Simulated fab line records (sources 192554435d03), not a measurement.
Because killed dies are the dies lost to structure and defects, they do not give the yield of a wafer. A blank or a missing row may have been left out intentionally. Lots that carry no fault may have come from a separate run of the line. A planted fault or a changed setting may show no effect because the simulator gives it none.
fab line records :: flow n5_finfet :: part 2 of 2: steps 7 to 7 of 7
[record]
  lots = 7
  wafers = 20
  last_day = 17
route steps=1938 shown BEOL_M4@1111 BEOL_M11@1581 BEOL_M15@1830 PASSIVATION@1936
lots untouched by any fault: they come from a run of this same line in which no faults occurred
start_h: hours from the record's first day to the start of the lot's first wafer shown :: wait_h: how many hours have passed since the lot's step before this one :: " identical to the entry in the row above :: L1.1+2: a row that stands for several wafers :: - either no value or no given start :: * or withheld: withheld :: < > ~ a bound
route shown NAME@n: NAME is a module with steps in the file, n the number in the route of the first one :: usual: mean/standard deviation taken from wafers without a fault :: same: alike in all rows :: chamber/n: place in a boat :: sites: the reading at each site :: _std_site: the standard deviation of these :: _edge_site: inner sites' mean taken away from outer sites' mean :: radius_mm: for every site, how far away it sits from the centre of the wafer :: mask NAME#n: copy n :: behind: the last tool/chamber to shape the wafer :: hold: cause of the lot's hold/its duration in hours/its outcome :: device: transistor that didn't switch, given as n, p or np :: end of line: tests run on the same wafers once the route is complete :: a step with no rows: only its recipe :: killed: count of dies lost to structure and defects at first sort (not the wafer's yield) :: map: the dies of a wafer, with x for killed, . for not killed, _ for no die there
set.NAME: the setting the step ran with; set.NAME@STEP: the setting that earlier step ran with :: model.NAME: the simulator's own value behind a step, which no gauge read
one table for each step of the route and one row for each wafer, over a sample of lots
services: from which hour (start_h, from the record's first day; less than 0 if before it) a tool's chamber was out of use, for how many hours, and why
[[steps]]
[step N5_PASSIVATION_PROBE_49]
[usual]
  defect_limited_yield = 91.4/1.5
  killed_at_M0_to_M3 = 34/10
  killed_at_M4_up = 15/6
  killed_at_contacts = 12/6
  killed_at_front_end = 37/11
  killed_at_other = 3.3/2.8
  killed_dies = 101/18
  killed_open = 66/14
  killed_short = 33/7.8
  sort_bin_4_leakage = 0/0
  sort_bin_5_function = 5.0/0.97
  sort_bin_6_memory = 3.2/0.72
  sort_bin_8_speed = 0.00/0.01
  sort_n_pass = 1079/18
  sort_yield_pct = 91.4/1.5
[same]
  gross_dies = 1180
  killed_at_back_side = 0
lot.wafer: L116.1
tool: prober-02
chamber: -
start_h: 288.29
wait_h: 0.0
defect_limited_yield[%]: 92.5
killed_at_M0_to_M3: 35
killed_at_M4_up: 11
killed_at_contacts: 12
killed_at_front_end: 24
killed_at_other: 6
killed_dies: 88
killed_open: 53
killed_short: 35
sort_bin_4_leakage[%]: 0
sort_bin_5_function[%]: 4.2
sort_bin_6_memory[%]: 3.1
sort_bin_8_speed[%]: 0
sort_n_pass: 1092
sort_yield_pct[%]: 92.5

lot.wafer: L116.3
tool: prober-02
chamber: -
start_h: 288.39
wait_h: 0.1
defect_limited_yield[%]: 92.6
killed_at_M0_to_M3: 26
killed_at_M4_up: 13
killed_at_contacts: 14
killed_at_front_end: 29
killed_at_other: 5
killed_dies: 87
killed_open: 48
killed_short: 38
sort_bin_4_leakage[%]: 0
sort_bin_5_function[%]: 3.7
sort_bin_6_memory[%]: 3.3
sort_bin_8_speed[%]: 0
sort_n_pass: 1093
sort_yield_pct[%]: 92.6

lot.wafer: L116.6
tool: prober-02
chamber: -
start_h: 288.54
wait_h: 0.3
defect_limited_yield[%]: 92.5
killed_at_M0_to_M3: 36
killed_at_M4_up: 7
killed_at_contacts: 8
killed_at_front_end: 32
killed_at_other: 6
killed_dies: 89
killed_open: 64
killed_short: 24
sort_bin_4_leakage[%]: 0
sort_bin_5_function[%]: 4.2
sort_bin_6_memory[%]: 3.1
sort_bin_8_speed[%]: 0
sort_n_pass: 1091
sort_yield_pct[%]: 92.5

lot.wafer: L118.1
tool: prober-01
chamber: -
start_h: 303.00
wait_h: 0.0
defect_limited_yield[%]: 92.1
killed_at_M0_to_M3: 39
killed_at_M4_up: 9
killed_at_contacts: 10
killed_at_front_end: 33
killed_at_other: 2
killed_dies: 93
killed_open: 55
killed_short: 36
sort_bin_4_leakage[%]: 0
sort_bin_5_function[%]: 4.6
sort_bin_6_memory[%]: 3.0
sort_bin_8_speed[%]: 0
sort_n_pass: 1087
sort_yield_pct[%]: 92.1

lot.wafer: L118.3
tool: prober-01
chamber: -
start_h: 303.10
wait_h: 0.1
defect_limited_yield[%]: 91.9
killed_at_M0_to_M3: 41
killed_at_M4_up: 13
killed_at_contacts: 6
killed_at_front_end: 31
killed_at_other: 4
killed_dies: 95
killed_open: 69
killed_short: 25
sort_bin_4_leakage[%]: 0
sort_bin_5_function[%]: 4.3
sort_bin_6_memory[%]: 3.1
sort_bin_8_speed[%]: 0
sort_n_pass: 1085
sort_yield_pct[%]: 91.9

lot.wafer: L118.6
tool: prober-01
chamber: -
start_h: 303.25
wait_h: 0.3
defect_limited_yield[%]: 92.2
killed_at_M0_to_M3: 28
killed_at_M4_up: 6
killed_at_contacts: 7
killed_at_front_end: 45
killed_at_other: 6
killed_dies: 92
killed_open: 58
killed_short: 34
sort_bin_4_leakage[%]: 0
sort_bin_5_function[%]: 4.7
sort_bin_6_memory[%]: 2.9
sort_bin_8_speed[%]: 0
sort_n_pass: 1088
sort_yield_pct[%]: 92.2

lot.wafer: L121.1
tool: prober-02
chamber: -
start_h: 304.26
wait_h: 0.0
defect_limited_yield[%]: 91.8
killed_at_M0_to_M3: 27
killed_at_M4_up: 6
killed_at_contacts: 5
killed_at_front_end: 46
killed_at_other: 13
killed_dies: 97
killed_open: 62
killed_short: 35
sort_bin_4_leakage[%]: 0
sort_bin_5_function[%]: 5.2
sort_bin_6_memory[%]: 2.5
sort_bin_8_speed[%]: 0
sort_n_pass: 1083
sort_yield_pct[%]: 91.8

lot.wafer: L121.3
tool: prober-02
chamber: -
start_h: 304.36
wait_h: 0.1
defect_limited_yield[%]: 91.7
killed_at_M0_to_M3: 27
killed_at_M4_up: 13
killed_at_contacts: 12
killed_at_front_end: 36
killed_at_other: 10
killed_dies: 98
killed_open: 58
killed_short: 32
sort_bin_4_leakage[%]: 0
sort_bin_5_function[%]: 4.4
sort_bin_6_memory[%]: 3.1
sort_bin_8_speed[%]: 0.08
sort_n_pass: 1081
sort_yield_pct[%]: 91.6

lot.wafer: L121.4
tool: prober-02
chamber: -
start_h: 304.41
wait_h: 0.2
defect_limited_yield[%]: 86.7
killed_at_M0_to_M3: 69
killed_at_M4_up: 43
killed_at_contacts: 13
killed_at_front_end: 25
killed_at_other: 7
killed_dies: 157
killed_open: 90
killed_short: 34
sort_bin_4_leakage[%]: 2.80
sort_bin_5_function[%]: 6.4
sort_bin_6_memory[%]: 3.8
sort_bin_8_speed[%]: 0
sort_n_pass: 1023
sort_yield_pct[%]: 86.7

lot.wafer: L119.1
tool: prober-02
chamber: -
start_h: 309.54
wait_h: 0.0
defect_limited_yield[%]: 91.1
killed_at_M0_to_M3: 45
killed_at_M4_up: 15
killed_at_contacts: 7
killed_at_front_end: 36
killed_at_other: 2
killed_dies: 105
killed_open: 76
killed_short: 26
sort_bin_4_leakage[%]: 0
sort_bin_5_function[%]: 5.8
sort_bin_6_memory[%]: 3.1
sort_bin_8_speed[%]: 0
sort_n_pass: 1075
sort_yield_pct[%]: 91.1

lot.wafer: L119.3
tool: prober-02
chamber: -
start_h: 309.64
wait_h: 0.1
defect_limited_yield[%]: 89.2
killed_at_M0_to_M3: 24
killed_at_M4_up: 48
killed_at_contacts: 11
killed_at_front_end: 40
killed_at_other: 5
killed_dies: 128
killed_open: 54
killed_short: 26
sort_bin_4_leakage[%]: 3.22
sort_bin_5_function[%]: 3.9
sort_bin_6_memory[%]: 3.0
sort_bin_8_speed[%]: 0
sort_n_pass: 1052
sort_yield_pct[%]: 89.2

lot.wafer: L119.6
tool: prober-02
chamber: -
start_h: 309.79
wait_h: 0.3
defect_limited_yield[%]: 91.0
killed_at_M0_to_M3: 50
killed_at_M4_up: 19
killed_at_contacts: 0
killed_at_front_end: 33
killed_at_other: 4
killed_dies: 106
killed_open: 67
killed_short: 37
sort_bin_4_leakage[%]: 0
sort_bin_5_function[%]: 4.7
sort_bin_6_memory[%]: 3.7
sort_bin_8_speed[%]: 0
sort_n_pass: 1074
sort_yield_pct[%]: 91.0

lot.wafer: L123.1
tool: prober-02
chamber: -
start_h: 330.86
wait_h: 0.0
defect_limited_yield[%]: 87.5
killed_at_M0_to_M3: 27
killed_at_M4_up: 68
killed_at_contacts: 16
killed_at_front_end: 35
killed_at_other: 1
killed_dies: 147
killed_open: 76
killed_short: 23
sort_bin_4_leakage[%]: 3.81
sort_bin_5_function[%]: 4.6
sort_bin_6_memory[%]: 3.9
sort_bin_8_speed[%]: 0
sort_n_pass: 1033
sort_yield_pct[%]: 87.5

lot.wafer: L123.5
tool: prober-02
chamber: -
start_h: 331.06
wait_h: 0.2
defect_limited_yield[%]: 92.5
killed_at_M0_to_M3: 33
killed_at_M4_up: 12
killed_at_contacts: 18
killed_at_front_end: 25
killed_at_other: 1
killed_dies: 89
killed_open: 66
killed_short: 22
sort_bin_4_leakage[%]: 0
sort_bin_5_function[%]: 4.5
sort_bin_6_memory[%]: 2.7
sort_bin_8_speed[%]: 0
sort_n_pass: 1091
sort_yield_pct[%]: 92.5

lot.wafer: L135.3
tool: prober-02
chamber: -
start_h: 385.96
wait_h: 0.1
defect_limited_yield[%]: 92.0
killed_at_M0_to_M3: 33
killed_at_M4_up: 3
killed_at_contacts: 16
killed_at_front_end: 41
killed_at_other: 1
killed_dies: 94
killed_open: 65
killed_short: 29
sort_bin_4_leakage[%]: 0
sort_bin_5_function[%]: 5.1
sort_bin_6_memory[%]: 2.7
sort_bin_8_speed[%]: 0
sort_n_pass: 1086
sort_yield_pct[%]: 92.0

lot.wafer: L135.4
tool: prober-02
chamber: -
start_h: 386.01
wait_h: 0.2
defect_limited_yield[%]: 90.0
killed_at_M0_to_M3: 36
killed_at_M4_up: 13
killed_at_contacts: 25
killed_at_front_end: 37
killed_at_other: 7
killed_dies: 118
killed_open: 70
killed_short: 48
sort_bin_4_leakage[%]: 0
sort_bin_5_function[%]: 5.8
sort_bin_6_memory[%]: 3.5
sort_bin_8_speed[%]: 0
sort_n_pass: 1062
sort_yield_pct[%]: 90.0

lot.wafer: L135.6
tool: prober-02
chamber: -
start_h: 386.11
wait_h: 0.3
defect_limited_yield[%]: 90.1
killed_at_M0_to_M3: 30
killed_at_M4_up: 14
killed_at_contacts: 13
killed_at_front_end: 57
killed_at_other: 3
killed_dies: 117
killed_open: 80
killed_short: 37
sort_bin_4_leakage[%]: 0
sort_bin_5_function[%]: 5.5
sort_bin_6_memory[%]: 4.1
sort_bin_8_speed[%]: 0
sort_n_pass: 1063
sort_yield_pct[%]: 90.1

lot.wafer: L136.1
tool: prober-02
chamber: -
start_h: 411.45
wait_h: 0.0
defect_limited_yield[%]: 91.8
killed_at_M0_to_M3: 26
killed_at_M4_up: 11
killed_at_contacts: 10
killed_at_front_end: 47
killed_at_other: 3
killed_dies: 97
killed_open: 54
killed_short: 37
sort_bin_4_leakage[%]: 0
sort_bin_5_function[%]: 4.7
sort_bin_6_memory[%]: 2.5
sort_bin_8_speed[%]: 0
sort_n_pass: 1083
sort_yield_pct[%]: 91.8

lot.wafer: L136.5
tool: prober-02
chamber: -
start_h: 411.65
wait_h: 0.2
defect_limited_yield[%]: 91.9
killed_at_M0_to_M3: 19
killed_at_M4_up: 16
killed_at_contacts: 9
killed_at_front_end: 51
killed_at_other: 1
killed_dies: 96
killed_open: 61
killed_short: 31
sort_bin_4_leakage[%]: 0
sort_bin_5_function[%]: 4.4
sort_bin_6_memory[%]: 3.6
sort_bin_8_speed[%]: 0
sort_n_pass: 1084
sort_yield_pct[%]: 91.9

lot.wafer: L136.6
tool: prober-02
chamber: -
start_h: 411.70
wait_h: 0.3
defect_limited_yield[%]: 91.8
killed_at_M0_to_M3: 34
killed_at_M4_up: 12
killed_at_contacts: 13
killed_at_front_end: 38
killed_at_other: 0
killed_dies: 97
killed_open: 63
killed_short: 31
sort_bin_4_leakage[%]: 0
sort_bin_5_function[%]: 4.7
sort_bin_6_memory[%]: 3.3
sort_bin_8_speed[%]: 0
sort_n_pass: 1083
sort_yield_pct[%]: 91.8
// killed by level:class
L116.1 FIN_SAQP:geometric_particle:open=9 BEOL_M0_SAQP:geometric_particle:open=8 MOL_CONTACT_COAG:geometric_particle:open=7 BEOL_M0_SAQP:geometric_particle:short=6 BEOL_M1:geometric_particle:open=6 MOL_CONTACT_COAG:geometric_particle:short=5 BEOL_M2:geometric_particle:short=5 BEOL_M4:geometric_particle:open=5
L116.3 FIN_SAQP:geometric_particle:short=10 FIN_SAQP:geometric_particle:open=9 MOL_CONTACT_COAG:geometric_particle:open=9 BEOL_M0_SAQP:geometric_particle:open=7 BEOL_M0_SAQP:geometric_particle:short=7 BEOL_M1:geometric_particle:open=7 MOL_CONTACT_COAG:geometric_particle:short=5 BEOL_M4:geometric_particle:open=5
L116.6 BEOL_M3:geometric_particle:open=10 FIN_SAQP:geometric_particle:open=9 BEOL_M1:geometric_particle:open=8 STI_FIN_REVEAL:geometric_particle:open=7 MOL_CONTACT_COAG:geometric_particle:open=7 BEOL_M0_SAQP:geometric_particle:open=5 BEOL_M0_SAQP:geometric_particle:short=5 BEOL_M1:geometric_particle:short=5
L118.1 BEOL_M0_SAQP:geometric_particle:short=10 MOL_CONTACT_COAG:geometric_particle:open=9 ILD0:geometric_particle:short=8 BEOL_M0_SAQP:geometric_particle:open=6 ILD0:geometric_particle:open=5 BEOL_M1:geometric_particle:short=5 BEOL_M3:geometric_particle:open=5 BEOL_M1:geometric_particle:open=4
L118.3 BEOL_M0_SAQP:geometric_particle:open=13 BEOL_M1:geometric_particle:open=10 FIN_SAQP:geometric_particle:open=8 BEOL_M4:geometric_particle:open=6 BEOL_M6:geometric_particle:open=5 FIN_SAQP:geometric_particle:short=4 DUMMY_GATE:geometric_particle:open=4 BEOL_M0_SAQP:geometric_particle:short=4
L118.6 BEOL_M0_SAQP:geometric_particle:open=10 FIN_SAQP:geometric_particle:short=8 FIN_SAQP:geometric_particle:open=7 MOL_CONTACT_COAG:geometric_particle:open=6 STI_FIN_REVEAL:geometric_particle:open=5 GATE_CUT:geometric_particle:short=5 GATE_CUT:geometric_particle:open=5 BEOL_M0_SAQP:geometric_particle:short=5
L121.1 FIN_SAQP:geometric_particle:open=10 STI_FIN_REVEAL:geometric_particle:open=10 BEOL_M2:geometric_particle:open=9 BEOL_M3:geometric_particle:open=7 GATE_CUT:geometric_particle:open=5 MIM_TOP_ETCH:geometric_particle:short=5 GATE_CUT:geometric_particle:short=4 STARTING-WAFER:geometric_particle:short=4
L121.3 MOL_CONTACT_COAG:geometric_particle:open=11 FIN_SAQP:geometric_particle:short=8 BEOL_M2:geometric_particle:open=7 GATE_CUT:geometric_particle:short=6 BEOL_M4:geometric_particle:open=6 HKMG_FIN:area_etch=6 BEOL_M1:geometric_particle:open=5 FIN_SAQP:geometric_particle:open=4
L121.4 M11:area_ald=33 BEOL_M2:geometric_particle:open=32 MOL_CONTACT_COAG:geometric_particle:open=12 BEOL_M1:geometric_particle:open=9 BEOL_M2:geometric_particle:short=9 FIN_SAQP:geometric_particle:open=6 BEOL_M0_SAQP:geometric_particle:open=6 STI_FIN_REVEAL:geometric_particle:open=5
L119.1 STI_FIN_REVEAL:geometric_particle:open=15 BEOL_M2:geometric_particle:open=12 BEOL_M1:geometric_particle:open=11 BEOL_M4:geometric_particle:open=9 BEOL_M0_SAQP:geometric_particle:short=8 BEOL_M0_SAQP:geometric_particle:open=7 GATE_CUT:geometric_particle:short=5 BEOL_M3:geometric_particle:open=5
L119.3 M11:area_ald=38 MOL_CONTACT_COAG:geometric_particle:open=9 HKMG_FIN:area_etch=9 STI_FIN_REVEAL:geometric_particle:open=7 BEOL_M2:geometric_particle:open=7 BEOL_M3:geometric_particle:open=6 FIN_SAQP:geometric_particle:short=5 DUMMY_GATE:geometric_particle:open=4
L119.6 BEOL_M3:geometric_particle:open=16 BEOL_M4:geometric_particle:open=10 BEOL_M1:geometric_particle:open=10 STI_FIN_REVEAL:geometric_particle:open=9 GATE_CUT:geometric_particle:short=6 BEOL_M2:geometric_particle:open=6 STARTING-WAFER:geometric_particle:short=5 GATE_CUT:geometric_particle:open=4
L123.1 M11:area_ald=45 MOL_CONTACT_COAG:geometric_particle:open=15 DUMMY_GATE:geometric_particle:open=10 BEOL_M4:geometric_particle:open=10 GATE_CUT:geometric_particle:short=5 BEOL_M0_SAQP:geometric_particle:short=5 BEOL_M2:geometric_particle:open=5 FIN_SAQP:geometric_particle:open=4
L123.5 MOL_CONTACT_COAG:geometric_particle:open=16 BEOL_M1:geometric_particle:open=8 BEOL_M0_SAQP:geometric_particle:open=7 BEOL_M4:geometric_particle:open=5 BEOL_M3:geometric_particle:open=5 GATE_CUT:geometric_particle:open=4 GATE_CUT:geometric_particle:short=4 BEOL_M0_SAQP:geometric_particle:short=4
L135.3 FIN_SAQP:geometric_particle:open=14 MOL_CONTACT_COAG:geometric_particle:open=12 BEOL_M3:geometric_particle:open=12 DUMMY_GATE:geometric_particle:open=8 BEOL_M0_SAQP:geometric_particle:open=7 FIN_SAQP:geometric_particle:short=5 BEOL_M0_SAQP:geometric_particle:short=5 MOL_CONTACT_COAG:geometric_particle:short=4
L135.4 MOL_CONTACT_COAG:geometric_particle:open=21 BEOL_M0_SAQP:geometric_particle:short=13 BEOL_M4:geometric_particle:open=10 GATE_CUT:geometric_particle:short=9 BEOL_M0_SAQP:geometric_particle:open=7 FIN_SAQP:geometric_particle:open=5 STI_FIN_REVEAL:geometric_particle:open=5 FIN_SAQP:geometric_particle:short=4
L135.6 FIN_SAQP:geometric_particle:open=18 MOL_CONTACT_COAG:geometric_particle:open=10 BEOL_M0_SAQP:geometric_particle:open=9 GATE_CUT:geometric_particle:short=9 BEOL_M3:geometric_particle:open=9 FIN_SAQP:geometric_particle:short=6 STI_FIN_REVEAL:geometric_particle:open=6 BEOL_M0_SAQP:geometric_particle:short=5
L136.1 BEOL_M2:geometric_particle:open=9 DUMMY_GATE:geometric_particle:open=8 FIN_SAQP:geometric_particle:short=7 STI_FIN_REVEAL:geometric_particle:short=7 MOL_CONTACT_COAG:geometric_particle:open=7 GATE_CUT:geometric_particle:open=6 STI_FIN_REVEAL:geometric_particle:open=6 HKMG_FIN:area_etch=5
L136.5 FIN_SAQP:geometric_particle:short=16 BEOL_M2:geometric_particle:open=11 FIN_SAQP:geometric_particle:open=6 GATE_CUT:geometric_particle:short=6 DUMMY_GATE:geometric_particle:open=6 MOL_CONTACT_COAG:geometric_particle:open=6 BEOL_M4:geometric_particle:open=5 BEOL_M6:geometric_particle:open=5
L136.6 MOL_CONTACT_COAG:geometric_particle:open=12 STI_FIN_REVEAL:geometric_particle:open=10 BEOL_M0_SAQP:geometric_particle:short=8 BEOL_M2:geometric_particle:open=8 STARTING-WAFER:geometric_particle:short=6 FIN_SAQP:geometric_particle:open=5 DUMMY_GATE:geometric_particle:open=5 BEOL_M4:geometric_particle:open=5
[[services]]
tool: pecvd-02
chamber: 2
start_h: 223.44
hours: 4.2
kind: repair

tool: ald_metal-03
chamber: 2
start_h: 235.99
hours: 3.8
kind: repair

tool: pecvd-04
chamber: 2
start_h: 242.61
hours: 6.9
kind: repair

tool: pecvd-03
chamber: 1
start_h: 260.12
hours: 40.9
kind: repair

tool: ald_metal-03
chamber: -
start_h: 272.48
hours: 2.8
kind: pm

tool: pecvd-03
chamber: -
start_h: 276.82
hours: 6.0
kind: pm

tool: pecvd-02
chamber: 2
start_h: 278.43
hours: 2.1
kind: scheduled_down

tool: pecvd-04
chamber: 2
start_h: 289.93
hours: 9.3
kind: repair

tool: pecvd-02
chamber: -
start_h: 292.26
hours: 5.5
kind: pm

tool: ald_metal-04
chamber: 3
start_h: 292.83
hours: 2.8
kind: repair

tool: pecvd-03
chamber: -
start_h: 298.20
hours: 0.8
kind: repair

tool: ald_metal-04
chamber: 3
start_h: 329.48
hours: 2.8
kind: repair

tool: ald_metal-02
chamber: -
start_h: 335.70
hours: 0.9
kind: repair

tool: pecvd-03
chamber: 0
start_h: 336.45
hours: 5.0
kind: scheduled_down

tool: ald_metal-03
chamber: -
start_h: 336.74
hours: 8.7
kind: pm

tool: pecvd-04
chamber: 0
start_h: 337.05
hours: 16.5
kind: scheduled_down

tool: pecvd-04
chamber: 1
start_h: 354.65
hours: 5.5
kind: scheduled_down

tool: pecvd-03
chamber: -
start_h: 356.33
hours: 1.8
kind: repair

tool: ald_metal-03
chamber: 0
start_h: 359.40
hours: -
kind: clean

tool: ald_metal-03
chamber: 1
start_h: 359.40
hours: -
kind: clean

tool: ald_metal-03
chamber: 2
start_h: 359.40
hours: -
kind: clean

tool: rtp_anneal-02
chamber: -
start_h: 361.02
hours: 5.6
kind: pm

tool: pecvd-03
chamber: -
start_h: 362.51
hours: 2.8
kind: pm

tool: pecvd-04
chamber: 0
start_h: 364.12
hours: 5.5
kind: scheduled_down
[[key]]
[first_sign]
  step = N5_BEOL_M11_ALD_74
  reading = ald_cycles
  direction = down
  sigmas = 99+
  usual = *
  struck = *
[effect]
  step = N5_BEOL_M15_RC_MEAS_101
  reading = COMB_M11
  direction = up
  sigmas = 99+
  usual = 1.5e-11
  struck = 6.21e-10
[effect]
  step = N5_PASSIVATION_PROBE_49
  reading = sort_bin_4_leakage
  direction = up
  sigmas = 39
  usual = 0
  struck = 3.28
[more_kills_born_at]
  N5_BEOL_M11_ALD_74@ald_metal-02 = 116
met_at N5_BEOL_M11_ALD_74
struck_lots L119,L121,L123
struck_wafers L119.3,L121.4,L123.1
not_acting_at N5_BEOL_M11_OCD_MEAS_38,N5_BEOL_M11_ANNEAL_51,N5_BEOL_M11_DEP_56
onset_between 258.39 262.77
[fault]
  kind = process_parameter_drift
  tool = ald_metal-02
  chamber = 0
  onset_h = 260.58
  steps = N5_BEOL_M11_ALD_74
  channel = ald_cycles
  offset = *
  shape = step
  acts_in = *
  stated = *
